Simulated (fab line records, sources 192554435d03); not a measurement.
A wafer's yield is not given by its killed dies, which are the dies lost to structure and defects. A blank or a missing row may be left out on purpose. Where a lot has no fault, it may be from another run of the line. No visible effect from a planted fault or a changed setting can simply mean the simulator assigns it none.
fab line records	flow n5Finfet
record: lots: 8	wafers: 24	lastDay: 19
route steps=1938 shown BEOL_M2@855 BEOL_M4@1111 PASSIVATION@1936
lots that met no fault: from a run of the same line without faults
startH: hours from the record's opening day to when the first of the lot's shown wafers began	waitH: hours since the lot's step before	" same as the row above	L1.1+2: a row that stands for several wafers	- no value present, or no start provided	* or withheld: withheld	< > ~ a bound
route shown NAME@n: NAME is a module with steps in the file, n the number in the route of the first one	usual: average and standard deviation across the fault-free wafers	same: alike in all rows	chamber/n: place in a boat	sites: readings site by site	_std_site: the values' standard deviation	_edge_site: inner sites' mean taken away from outer sites' mean	radiusMm: for every site, how far away it sits from the centre of the wafer	mask NAME#n: copy n	behind: tool/chamber where the wafer was last shaped	hold: why the lot was held/for how many hours/how that ended	device: which transistor (n, p or np) failed to switch	end of line: at the end of the route, the tests of the same wafers	a step given without rows: its recipe and nothing more	killed: dies lost to structure and defects at the first sort, not the wafer's yield	map: the dies of a wafer, with x for killed, . for not killed, _ for no die there
set.NAME: the setting the step ran with; set.NAME@STEP: the setting that earlier step ran with	model.NAME: the simulator's own value behind a step, which no gauge read
route steps across a sampled set of lots; one table per step, one row per wafer
services: when a tool's chamber went out of use (startH, in hours from the record's first day, below 0 if earlier), for how many hours, and the reason
== steps ==
step: N5_BEOL_M2_OVL_MEAS_12
recipe: pointsPerWafer: 522
usual: M2_OVL: 0.1/0.61
lot.wafer	tool	chamber	startH	waitH	M2_OVL[nm]
L325.3	overlay-02	0	157.57	0.0	0.3
L325.4	"	0	"	"	0.1
L325.6	"	0	"	"	0.5
L329.1	overlay-01	0	192.70	0.0	0.7
L329.2	"	0	"	"	0.6
L329.4	"	0	"	"	0.0
L331.4	overlay-02	0	196.89	0.0	-0.7
L331.5	"	0	"	"	-0.5
L331.6	"	0	"	"	-0.8
L332.1	overlay-02	0	203.70	0.0	0.9
L332.2	"	0	"	"	-0.6
L332.6	"	0	"	"	0.3
L338.2	overlay-01	0	230.81	0.0	0.9
L338.4	"	0	"	"	0.8
L338.5	"	0	"	"	0.1
L339.1	overlay-01	0	236.76	0.0	-1.6
L339.2	"	0	"	"	-1.1
L339.3	"	0	"	"	0.0
L340.1	overlay-02	0	263.74	0.0	0.7
L340.2	"	0	"	"	0.4
L340.4	"	0	"	"	1.8
L344.2	overlay-01	0	267.81	0.0	1.5
L344.4	"	0	"	"	0.2
L344.6	"	0	"	"	0.9
step: N5_BEOL_M2_DESCUM_16
recipe: chemistry: O2	timeS: 7	sourcePowerW: 50	biasPowerW: 20	pressureMtorr: 20	rfFrequencyHz: 2.712e+07	tempC: 40	resist: CAR-EUV	o2FlowSccm: 225
usual: drypumpMotorCurrentA: 5.49/0.29	oesProductAu: 0.78/0.096	rfVppV: 243.0/1.5	showerheadPlenumPTorr: 2.08/0.078	throttleValvePct: 20.34/0.21
lot.wafer	tool	chamber	startH	waitH	drypumpMotorCurrentA	oesProductAu	rfHoursCounterH	rfVppV	showerheadPlenumPTorr	throttleValvePct
L325.3	rieDiel-04	0	157.76	0.1	5.55	0.72	208	244.4	2.08	20.38
L325.4	"	1	"	"	5.91	0.72	200	242.0	1.98	20.27
L325.6	"	1	"	"	5.91	0.71	-	239.7	1.98	20.29
L329.1	rieDiel-01	1	192.81	0.0	5.63	0.69	223	239.6	1.99	20.42
L329.2	"	2	"	"	5.77	0.71	205	243.9	1.98	20.51
L329.4	"	3	"	"	5.25	0.88	35	243.0	2.03	20.10
L331.4	rieDiel-04	0	197.17	0.2	5.55	0.72	-	242.9	2.07	20.39
L331.5	"	1	"	"	5.92	0.71	-	240.4	1.97	20.31
L331.6	"	3	"	"	5.22	0.74	-	244.1	2.07	20.32
L332.1	rieDiel-04	3	203.80	0.0	5.21	0.73	183	243.6	2.07	20.34
L332.2	"	0	"	"	5.54	0.71	225	242.1	2.07	20.42
L332.6	"	3	"	"	5.23	0.73	-	243.9	2.07	20.33
L338.2	rieDiel-01	3	230.94	0.1	5.26	0.85	53	242.5	2.02	20.13
L338.4	"	3	"	"	5.25	0.86	-	244.0	2.02	20.14
L338.5	"	1	"	"	5.63	0.67	-	241.7	1.98	20.44
L339.1	rieDiel-03	3	236.85	0.0	5.44	0.83	75	243.5	2.14	20.64
L339.2	"	2	"	"	4.95	0.88	39	245.9	2.23	20.53
L339.3	"	0	"	"	5.83	0.89	33	245.2	2.13	19.87
L340.1	rieDiel-03	1	263.83	0.0	5.85	0.95	8	244.5	2.15	20.38
L340.2	"	2	"	"	4.96	0.87	48	244.8	2.23	20.54
L340.4	"	3	"	"	5.43	0.81	84	245.1	2.14	20.66
L344.2	rieDiel-04	0	267.90	0.0	5.52	0.70	250	243.3	2.06	20.45
L344.4	"	3	"	"	5.21	0.71	-	242.2	2.07	20.37
L344.6	"	1	"	"	5.90	0.71	-	242.6	1.97	20.34
step: N5_BEOL_M2_ETCH_74
recipe: chemistry: N2/H2	target: underlayer	targetDepthA: 65	maskMaterial: CAR-EUV	timeS: 5.2	ionEnergyEv: 200	pressureMtorr: 30	sourceW: 840	biasW: 150	n2FlowSccm: 200	h2FlowSccm: 200	ends: cleared
usual: biasW: 150.0/0.48	chamberPressureMTorr: 30.00/0.039	drypumpMotorCurrentA: 5.49/0.29	etchRfOnTimeS: 5.23/0.14	oesProductAu: 0.66/0.081	rfVppV: 523.6/2.8	showerheadPlenumPTorr: 2.53/0.09	throttleValvePct: 17.80/0.21
lot.wafer	tool	chamber	startH	waitH	biasW	chamberPressureMTorr	drypumpMotorCurrentA	etchRfOnTimeS	oesProductAu	rfHoursCounterH	rfVppV	showerheadPlenumPTorr	throttleValvePct
L325.3	rieDiel-04	0	157.79	0.0	149.9	29.98	5.52	5.33	0.61	208	523.5	2.53	17.95
L325.4	"	1	"	"	150.7	29.96	5.93	5.16	0.62	200	522.7	2.42	17.77
L325.6	"	1	"	"	149.9	29.98	5.94	5.16	0.62	-	520.9	2.42	17.77
L329.1	rieDiel-01	1	192.84	0.0	150.6	29.99	5.66	5.23	0.59	223	519.1	2.40	17.78
L329.2	"	2	"	"	149.8	30.02	5.78	5.37	0.61	205	519.2	2.41	17.95
L329.4	"	3	"	"	149.3	30.03	5.25	5.13	0.75	35	523.3	2.48	17.48
L331.4	rieDiel-04	0	197.19	0.0	150.3	29.99	5.50	5.31	0.60	-	523.7	2.52	17.98
L331.5	"	1	"	"	149.8	30.02	5.92	5.15	0.61	-	520.2	2.42	17.82
L331.6	"	3	"	"	150.9	30.07	5.22	5.16	0.62	-	525.4	2.55	18.01
L332.1	rieDiel-04	3	203.83	0.0	149.8	29.97	5.21	5.21	0.63	183	521.4	2.54	18.00
L332.2	"	0	"	"	149.4	29.98	5.52	5.32	0.60	225	524.5	2.52	17.98
L332.6	"	3	"	"	149.9	30.02	5.23	5.24	0.62	-	526.5	2.54	18.02
L338.2	rieDiel-01	3	230.97	0.0	152.0	30.03	5.28	5.23	0.72	53	523.3	2.47	17.52
L338.4	"	3	"	"	150.9	30.03	5.27	5.15	0.74	-	524.4	2.47	17.52
L338.5	"	1	"	"	149.3	29.96	5.67	5.30	0.57	-	519.0	2.39	17.81
L339.1	rieDiel-03	3	236.88	0.0	150.1	29.99	5.42	5.03	0.71	75	525.5	2.57	17.87
L339.2	"	2	"	"	149.8	30.04	4.91	4.98	0.76	39	525.4	2.70	17.88
L339.3	"	0	"	"	150.8	29.91	5.85	5.28	0.74	33	524.2	2.60	17.39
L340.1	rieDiel-03	1	263.87	0.0	150.2	30.03	5.84	5.08	0.81	8	524.0	2.60	17.76
L340.2	"	2	"	"	149.6	30.00	4.95	5.08	0.74	48	528.5	2.70	17.92
L340.4	"	3	"	"	149.6	29.98	5.44	5.17	0.69	84	525.8	2.57	17.89
L344.2	rieDiel-04	0	267.93	0.0	150.5	30.02	5.54	5.31	0.59	250	524.0	2.51	18.03
L344.4	"	3	"	"	149.9	30.05	5.23	5.27	0.61	-	523.4	2.53	18.02
L344.6	"	1	"	"	149.8	29.96	5.90	5.21	0.59	-	520.0	2.41	17.85
step: N5_BEOL_M2_ETCH_69
recipe: chemistry: CF4	target: SiARC	targetDepthA: 156	maskMaterial: CAR-EUV	timeS: 26	ionEnergyEv: 80	pressureMtorr: 40	sourceW: 545	biasW: 36	Ar_flow_sccm: 100	cf4FlowSccm: 100	ends: cleared
usual: biasW: 36.02/0.095	cf4FlowSccm: 100.1/0.37	drypumpMotorCurrentA: 5.48/0.28	etchRfOnTimeS: 26.0/0.81	oesProductAu: 0.66/0.083	rfVppV: 183.9/1	showerheadPlenumPTorr: 2.12/0.071	throttleValvePct: 15.54/0.2
lot.wafer	tool	chamber	startH	waitH	biasW	cf4FlowSccm	drypumpMotorCurrentA	etchRfOnTimeS	oesProductAu	rfHoursCounterH	rfVppV	showerheadPlenumPTorr	throttleValvePct
L325.3	rieDiel-01	2	158.92	0.0	36.10	100.0	5.78	26.6	0.63	193	182.6	2.05	15.76
L325.4	"	0	"	"	35.93	100.1	5.35	27.4	0.60	193	184.3	2.21	15.57
L325.6	"	2	"	"	36.02	99.7	5.77	26.4	0.63	-	183.5	2.05	15.76
L329.1	rieDiel-03	0	193.74	0.0	-	-	-	-	-	-	-	-	-
L329.2	"	1	"	"	-	-	-	-	-	-	-	-	-
L329.4	"	3	"	"	-	-	-	-	-	-	-	-	-
L331.4	rieDiel-03	2	198.08	0.0	-	-	-	-	-	-	-	-	-
L331.5	"	1	"	"	-	-	-	-	-	-	-	-	-
L331.6	"	2	"	"	-	-	-	-	-	-	-	-	-
L332.1	rieDiel-01	0	204.85	0.0	-	-	-	-	-	-	-	-	-
L332.2	"	1	"	"	-	-	-	-	-	-	-	-	-
L332.6	"	1	"	"	-	-	-	-	-	-	-	-	-
L338.2	rieDiel-03	3	232.13	0.0	35.98	99.9	5.44	24.9	0.71	73	184.2	2.15	15.53
L338.4	"	2	"	"	36.09	100.0	4.92	24.7	0.77	-	185.5	2.28	15.60
L338.5	"	3	"	"	35.85	100.0	5.44	24.9	0.72	-	184.8	2.15	15.51
L339.1	rieDiel-01	1	238.06	0.0	35.94	100.3	5.64	26.7	0.56	245	184.5	2.02	15.65
L339.2	"	0	"	"	35.88	100.3	5.32	27.6	0.59	228	184.5	2.19	15.64
L339.3	"	1	"	"	35.98	100.2	5.63	26.5	0.57	-	183.7	2.02	15.66
L340.1	rieDiel-01	2	264.77	0.0	35.95	100.0	5.77	27.0	0.62	209	182.8	2.04	15.81
L340.2	"	0	"	"	35.82	100.5	5.33	27.5	0.57	240	183.3	2.19	15.66
L340.4	"	2	"	"	36.01	100.3	5.78	26.6	0.62	-	182.7	2.04	15.80
L344.2	rieDiel-03	3	268.82	0.0	35.89	100.0	5.43	25.0	0.70	85	184.7	2.15	15.53
L344.4	"	1	"	"	35.95	100.5	5.83	24.7	0.82	10	185.0	2.20	15.50
L344.6	"	1	"	"	36.02	100.7	5.84	24.7	0.83	-	184.5	2.20	15.49
step: N5_BEOL_M2_ETCHBACK_99
recipe: chemistry: CHF3	target: SiO2	targetDepthA: 50	timeS: 10.4	sourceW: 215	biasW: 47	Ar_flow_sccm: 200	CHF3_flow_sccm: 12	ionEnergyEv: 100	pressureMtorr: 30
usual: drypumpMotorCurrentA: 5.47/0.28	oesProductAu: 0.79/0.1	rfVppV: 237/4.1	showerheadPlenumPTorr: 2.14/0.081	throttleValvePct: 16.98/0.23
lot.wafer	tool	chamber	startH	waitH	drypumpMotorCurrentA	oesProductAu	rfHoursCounterH	rfVppV	showerheadPlenumPTorr	throttleValvePct
L325.3	rieDiel-03	1	164.00	4.4	5.84	0.67	232	238	2.23	17.41
L325.4	"	2	"	"	4.92	0.94	13	234	2.31	17.05
L325.6	"	3	"	"	5.45	0.86	-	229	2.17	16.89
L329.1	rieDiel-01	1	196.91	3.0	5.65	0.26	224	245	2.03	17.04
L329.2	"	3	"	"	5.27	0.32	37	234	2.08	16.75
L329.4	"	1	"	"	5.65	0.26	-	242	2.03	17.03
L331.4	rieDiel-01	1	215.44	17.0	5.62	0.26	-	244	2.03	17.05
L331.5	"	3	"	"	5.23	0.32	-	233	2.08	16.78
L331.6	"	0	"	"	5.32	0.26	-	240	2.21	17.07
L332.1	rieDiel-01	0	218.21	12.9	5.34	0.26	218	241	2.21	17.06
L332.2	"	1	"	"	5.65	0.26	234	242	2.03	17.04
L332.6	"	1	"	"	5.63	0.26	-	243	2.03	17.04
L338.2	rieDiel-04	0	236.02	3.4	5.54	0.69	237	234	2.13	17.07
L338.4	"	2	"	"	5.42	0.95	-	238	2.10	16.55
L338.5	"	0	"	"	5.51	0.70	-	233	2.13	17.08
L339.1	rieDiel-03	2	254.89	16.7	4.96	0.89	44	235	2.30	17.14
L339.2	"	1	"	"	5.85	0.97	5	238	2.23	17.04
L339.3	"	0	"	"	5.83	0.87	38	241	2.19	16.52
L340.1	rieDiel-01	2	283.35	18.4	5.76	0.71	217	238	2.04	17.26
L340.2	"	0	"	"	5.31	0.66	248	241	2.20	17.14
L340.4	"	0	"	"	5.34	0.66	-	240	2.20	17.14
L344.2	rieDiel-04	1	293.81	24.7	5.91	0.69	242	242	2.05	17.21
L344.4	"	1	"	"	5.91	0.70	-	241	2.05	17.21
L344.6	"	3	"	"	5.20	0.71	-	240	2.12	17.07
step: N5_BEOL_M4_RC_MEAS_101
usual: DIBL_N: 36.8/1.9	DIBL_P: 36.5/2.1	IOFF_N: 0.17/0.038	IOFF_P: 0.22/0.039	ION_N: 675/12	ION_P: 463/7.4	SS_N: 71.6/0.71	SS_P: 73.4/0.72	VT_N: 249/3.3	VT_P: -250/3.3
lot.wafer	tool	chamber	startH	waitH	DIBL_N[mV/V]	DIBL_P[mV/V]	IOFF_N[nA/um]	IOFF_P[nA/um]	ION_N[uA/um]	ION_P[uA/um]	SS_N[mV/dec]	SS_P[mV/dec]	VT_N[mV]	VT_P[mV]
L325.3	prober-01	0	197.22	0.3	34.9	33.1	0.12	0.15	653	449	71.0	72.1	254	-257
L325.4	"	0	"	"	35.7	34.4	0.13	0.16	665	455	71.1	72.6	255	-255
L325.6	"	0	"	"	32.1	30.7	0.10	0.13	645	447	70.5	72.0	255	-255
L338.2	prober-02	0	292.74	0.2	36.2	35.5	0.13	0.18	676	461	71.8	73.3	253	-256
L338.4	"	0	"	"	38.4	37.3	0.16	0.20	667	454	72.5	73.9	252	-251
L338.5	"	0	"	"	34.2	32.5	0.11	0.14	673	456	71.4	72.3	254	-257
L339.1	prober-01	0	313.53	0.0	41.5	43.1	0.26	0.28	693	473	73.3	75.2	244	-251
L339.2	"	0	"	"	37.3	37.8	0.15	0.19	673	458	71.5	74.0	253	-255
L339.3	"	0	"	"	36.6	36.4	0.14	0.17	672	455	71.4	73.0	254	-256
L344.2	prober-01	0	333.07	0.2	36.3	35.6	0.14	0.21	661	463	71.8	72.3	252	-248
L344.4	"	0	"	"	36.0	34.3	0.12	0.19	661	462	70.5	72.2	254	-251
L344.6	"	0	"	"	35.1	33.1	0.12	0.18	654	457	70.5	72.3	254	-250
L340.1	prober-02	0	333.13	0.0	36.7	36.4	0.19	0.22	697	480	71.0	73.7	246	-250
L340.2	"	0	"	"	39.4	38.8	0.23	0.25	711	477	70.9	73.0	242	-249
L340.4	"	0	"	"	39.3	39.0	0.24	0.25	712	474	71.5	74.3	244	-249
step: N5_PASSIVATION_PROBE_49
usual: defectLimitedYield: 91.3/1.4	killed_at_M0_to_M3: 33/11	killed_at_M4_up: 15/6.2	killedAtContacts: 13/6.5	killedAtFrontEnd: 38/11	killedAtOther: 3.4/2.6	killedDies: 102/17	killedOnRim: 13/4.1	killedOpen: 67/12	killedShort: 34/7.9	sort_bin_4_leakage: 0.00/0.022	sort_bin_5_function: 5.1/0.88	sort_bin_6_memory: 3.3/0.65	sortNPass: 1078/17	sortYieldPct: 91.3/1.4
same: grossDies: 1180	killedAtBackSide: 0	sort_bin_8_speed[%]: 0
lot.wafer	tool	chamber	startH	waitH	defectLimitedYield[%]	killed_at_M0_to_M3	killed_at_M4_up	killedAtContacts	killedAtFrontEnd	killedAtOther	killedDies	killedOnRim	killedOpen	killedShort	sort_bin_4_leakage[%]	sort_bin_5_function[%]	sort_bin_6_memory[%]	sortNPass	sortYieldPct[%]
L329.1	prober-02	-	340.37	0.0	0	1089	26	12	44	9	1180	152	85	40	0	95.8	4.0	0	0
L329.2	prober-02	-	340.42	0.1	0	1105	18	14	38	5	1180	152	82	30	0	95.8	4.0	0	0
L329.4	prober-02	-	340.52	0.2	0	1103	8	14	46	9	1180	152	63	51	0	96.3	3.1	0	0
L332.1	prober-02	-	346.66	0.0	0	1129	15	13	22	1	1180	152	66	33	0	96.4	3.2	0	0
L332.2	prober-02	-	346.71	0.1	0	1116	23	7	32	2	1180	152	65	39	0	96.4	3.3	0	0
L332.6	prober-02	-	346.91	0.3	0	1091	29	16	43	1	1180	152	82	32	0	95.6	4.1	0	0
L331.4	prober-02	-	351.51	0.2	0	1132	10	3	34	1	1180	152	48	32	0	96.9	2.7	0	0
L331.5	prober-02	-	351.56	0.2	0	1125	18	3	32	2	1180	152	56	28	0	96.9	3.0	0	0
L331.6	prober-02	-	351.61	0.3	0	1111	16	8	41	4	1180	152	62	43	0	96.3	3.4	0	0
killed by level:class
L329.1 BEOL_M2:areaEtch=1055 BEOL_M4:geometricParticle:open=15 STI_FIN_REVEAL:geometricParticle:open=11 MOL_CONTACT_COAG:geometricParticle:open=10 FIN_SAQP:geometricParticle:open=9 GATE_CUT:geometricParticle:short=7 BEOL_M0_SAQP:geometricParticle:open=6 BEOL_M0_SAQP:geometricParticle:short=6
L329.2 BEOL_M2:areaEtch=1066 MOL_CONTACT_COAG:geometricParticle:open=12 BEOL_M2:geometricParticle:open=12 FIN_SAQP:geometricParticle:open=11 BEOL_M3:geometricParticle:open=11 FIN_SAQP:geometricParticle:short=10 BEOL_M4:geometricParticle:open=8 BEOL_M0_SAQP:geometricParticle:short=6
L329.4 BEOL_M2:areaEtch=1066 FIN_SAQP:geometricParticle:short=17 FIN_SAQP:geometricParticle:open=13 BEOL_M0_SAQP:geometricParticle:short=9 MOL_CONTACT_COAG:geometricParticle:open=8 BEOL_M3:geometricParticle:open=8 MOL_CONTACT_COAG:geometricParticle:short=6 BEOL_M0_SAQP:geometricParticle:open=6
L332.1 BEOL_M2:areaEtch=1081 BEOL_M3:geometricParticle:open=12 MOL_CONTACT_COAG:geometricParticle:open=11 BEOL_M1:geometricParticle:open=8 FIN_SAQP:geometricParticle:short=7 BEOL_M1:geometricParticle:short=6 BEOL_M4:geometricParticle:open=6 BEOL_M3:geometricParticle:short=5
L332.2 BEOL_M2:areaEtch=1076 FIN_SAQP:geometricParticle:short=13 BEOL_M4:geometricParticle:open=11 BEOL_M0_SAQP:geometricParticle:open=7 BEOL_M3:geometricParticle:open=7 STI_FIN_REVEAL:geometricParticle:open=6 MOL_CONTACT_COAG:geometricParticle:open=6 BEOL_M0_SAQP:geometricParticle:short=5
L332.6 BEOL_M2:areaEtch=1066 BEOL_M4:geometricParticle:open=19 MOL_CONTACT_COAG:geometricParticle:open=15 BEOL_M1:geometricParticle:open=9 FIN_SAQP:geometricParticle:short=8 FIN_SAQP:geometricParticle:open=7 DUMMY_GATE:geometricParticle:open=7 GATE_CUT:geometricParticle:short=6
L331.4 BEOL_M2:areaEtch=1099 BEOL_M0_SAQP:geometricParticle:open=11 BEOL_M0_SAQP:geometricParticle:short=9 DUMMY_GATE:geometricParticle:open=6 GATE_CUT:geometricParticle:short=5 BEOL_M4:geometricParticle:open=5 FIN_SAQP:geometricParticle:open=4 BEOL_M3:geometricParticle:open=4
L331.5 BEOL_M2:areaEtch=1096 BEOL_M0_SAQP:geometricParticle:open=14 FIN_SAQP:geometricParticle:open=11 FIN_SAQP:geometricParticle:short=8 BEOL_M4:geometricParticle:open=7 BEOL_M0_SAQP:geometricParticle:short=6 BEOL_M5:geometricParticle:open=6 BEOL_M1:geometricParticle:open=3
L331.6 BEOL_M2:areaEtch=1074 BEOL_M0_SAQP:geometricParticle:short=11 ILD0:geometricParticle:short=10 BEOL_M4:geometricParticle:open=10 BEOL_M0_SAQP:geometricParticle:open=9 FIN_SAQP:geometricParticle:open=7 MOL_CONTACT_COAG:geometricParticle:open=7 ILD0:geometricParticle:open=4
== services ==
tool	chamber	startH	hours	kind
rieDiel-03	-	149.57	2.8	pm
rieDiel-04	0	165.31	3.0	repair
rieDiel-04	2	183.03	-	clean
rieDiel-04	2	183.03	-	consumableReplace:focusRing
rieDiel-04	2	183.03	14.3	scheduledDown
rieDiel-04	2	183.03	14.3	ventCycle
rieDiel-03	1	218.97	-	clean
rieDiel-03	1	218.97	-	consumableReplace:focusRing
rieDiel-03	1	218.97	17.2	scheduledDown
rieDiel-03	1	218.97	17.2	ventCycle
rieDiel-04	1	232.60	8.5	repair
rieDiel-01	3	236.72	4.0	repair
rieDiel-01	1	259.55	-	clean
rieDiel-01	1	259.55	-	consumableReplace:focusRing
rieDiel-01	1	259.55	-	consumableReplace:showerhead
rieDiel-01	1	259.55	32.3	scheduledDown
rieDiel-01	1	259.55	32.3	ventCycle
rieDiel-04	2	262.52	29.1	repair
rieDiel-03	0	285.15	18.7	repair
rieDiel-04	0	291.63	-	clean
rieDiel-01	0	291.88	-	clean
rieDiel-01	0	291.88	-	consumableReplace:focusRing
rieDiel-01	0	291.88	17.7	scheduledDown
rieDiel-01	0	291.88	17.7	ventCycle
== key ==
firstSign: step: N5_BEOL_M2_ETCH_69	reading: toolRecord	direction: missing
effect: step: N5_BEOL_M2_ETCHBACK_99	reading: oesProductAu	direction: down	sigmas: 5	usual: 0.79	struck: 0.27
effect: step: N5_PASSIVATION_PROBE_49	reading: sort_bin_5_function	direction: up	sigmas: 99+	usual: 5.1	struck: 96.3
moreKillsBornAt: N5_BEOL_M2_ETCH_69@rieDiel-03: 6456	N5_BEOL_M2_ETCH_69@rieDiel-01: 3223
metAt N5_BEOL_M2_ETCH_69
struckLots L329,L331,L332
laterRowsLeftOut L329.1,L329.2,L329.4,L331.4,L331.5,L331.6,L332.1,L332.2,L332.6
notActingAt N5_BEOL_M2_OVL_MEAS_12,N5_BEOL_M2_DESCUM_16,N5_BEOL_M2_ETCH_74
onsetBetween 158.92 193.74
fault: kind: skippedStepWhole	tool: rieDiel-01,rieDiel-03	chamber: -	onsetH: 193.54	steps: N5_BEOL_M2_ETCH_69	scope: struckLotsOnly
laterRowsLeftOut: the simulator's readings of these wafers behind a module that went badly wrong aren't trusted and aren't shown, but for the sort
